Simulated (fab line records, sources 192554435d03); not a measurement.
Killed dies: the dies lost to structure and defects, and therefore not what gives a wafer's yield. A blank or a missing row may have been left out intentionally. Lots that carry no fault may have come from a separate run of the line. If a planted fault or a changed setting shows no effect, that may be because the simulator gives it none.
Chamber matching || flow n5-finfet || N5_HKMG_FIN_CVD_62 on thermal-cvd-si-01 has 3 sister chambers
The step deposits a-Si from Si2H6, target thk 3 nm, time 20.8 s. 30 wafers are shown with their chamber, then 12 later ones without.

== WAFERS PAIRED WITH THEIR CHAMBERS ==
{"wafer": "L075.1", "chamber": 1, "heater-power-w (W)": 1228}
{"wafer": "L075.5", "chamber": 2, "heater-power-w (W)": 1295}
{"wafer": "L075.6", "chamber": 0, "heater-power-w (W)": 1394}
{"wafer": "L077.4", "chamber": 0, "heater-power-w (W)": 1373}
{"wafer": "L077.5", "chamber": 2, "heater-power-w (W)": 1312}
{"wafer": "L077.6", "chamber": 1, "heater-power-w (W)": 1229}
{"wafer": "L079.1", "chamber": 0, "heater-power-w (W)": 1388}
{"wafer": "L079.2", "chamber": 1, "heater-power-w (W)": 1224}
{"wafer": "L079.3", "chamber": 2, "heater-power-w (W)": 1326}
{"wafer": "L079.4", "chamber": 0, "heater-power-w (W)": 1375}
{"wafer": "L079.5", "chamber": 1, "heater-power-w (W)": 1235}
{"wafer": "L079.6", "chamber": 2, "heater-power-w (W)": 1300}
{"wafer": "L081.1", "chamber": 1, "heater-power-w (W)": 1225}
{"wafer": "L081.2", "chamber": 0, "heater-power-w (W)": 1418}
{"wafer": "L081.3", "chamber": 2, "heater-power-w (W)": 1332}
{"wafer": "L081.4", "chamber": 0, "heater-power-w (W)": 1394}
{"wafer": "L081.5", "chamber": 1, "heater-power-w (W)": 1209}
{"wafer": "L081.6", "chamber": 2, "heater-power-w (W)": 1341}
{"wafer": "L083.2", "chamber": 1, "heater-power-w (W)": 1262}
{"wafer": "L083.5", "chamber": 1, "heater-power-w (W)": 1236}
{"wafer": "L083.6", "chamber": 2, "heater-power-w (W)": 1322}
{"wafer": "L085.1", "chamber": 2, "heater-power-w (W)": 1312}
{"wafer": "L085.2", "chamber": 0, "heater-power-w (W)": 1432}
{"wafer": "L085.5", "chamber": 0, "heater-power-w (W)": 1399}
{"wafer": "L087.2", "chamber": 1, "heater-power-w (W)": 1236}
{"wafer": "L087.5", "chamber": 0, "heater-power-w (W)": 1408}
{"wafer": "L087.6", "chamber": 2, "heater-power-w (W)": 1329}
{"wafer": "L089.1", "chamber": 2, "heater-power-w (W)": 1280}
{"wafer": "L089.2", "chamber": 1, "heater-power-w (W)": 1244}
{"wafer": "L089.6", "chamber": 0, "heater-power-w (W)": 1394}

SIGNATURES (means of the wafers above)
{"reading": "heater-power-w", "chamber 0": 1397.50, "chamber 1": 1232.80, "chamber 2": 1314.90, "scatter within a chamber": 17.1}
Rule: for each reading, subtract the chamber's mean from the wafer's reading, divide by that reading's scatter and square the result; add these up over the readings and take the root, which gives the wafer's distance from the chamber. The wafer belongs to the nearest chamber; if the next one is less than 2 further off, it can't be placed. The scatter: take each reading less its chamber's mean, square it, sum over the shown wafers, divide by the number of wafers less the number of chambers, and take the root.

== WAFERS MISSING THEIR CHAMBER ==
{"wafer": "L091.2", "heater-power-w (W)": 1279}
{"wafer": "L091.4", "heater-power-w (W)": 1234}
{"wafer": "L091.6", "heater-power-w (W)": 1348}
{"wafer": "L093.1", "heater-power-w (W)": 1234}
{"wafer": "L093.2", "heater-power-w (W)": 1294}
{"wafer": "L093.5", "heater-power-w (W)": 1399}
{"wafer": "L095.1", "heater-power-w (W)": 1285}
{"wafer": "L095.4", "heater-power-w (W)": 1215}
{"wafer": "L095.5", "heater-power-w (W)": 1426}
{"wafer": "L097.1", "heater-power-w (W)": 1263}
{"wafer": "L097.4", "heater-power-w (W)": 1414}
{"wafer": "L097.6", "heater-power-w (W)": 1335}

== THE CHAMBER EACH PASSED THROUGH ==
{"wafer": "L091.2", "from the rows above": "can't be placed: 2 or 1", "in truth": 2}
{"wafer": "L091.4", "from the rows above": 1, "in truth": 1}
{"wafer": "L091.6", "from the rows above": "can't be placed: 2 or 0", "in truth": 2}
{"wafer": "L093.1", "from the rows above": 1, "in truth": 1}
{"wafer": "L093.2", "from the rows above": 2, "in truth": 2}
{"wafer": "L093.5", "from the rows above": 0, "in truth": 0}
{"wafer": "L095.1", "from the rows above": "can't be placed: 2 or 1", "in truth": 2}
{"wafer": "L095.4", "from the rows above": 1, "in truth": 1}
{"wafer": "L095.5", "from the rows above": 0, "in truth": 0}
{"wafer": "L097.1", "from the rows above": "can't be placed: 1 or 2", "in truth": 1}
{"wafer": "L097.4", "from the rows above": 0, "in truth": 0}
{"wafer": "L097.6", "from the rows above": 2, "in truth": 2}
Correct placement for 8 of the 12. Can't be placed from these rows: 4 (the true chamber is among the candidates in 4). Wrongly placed: 0.
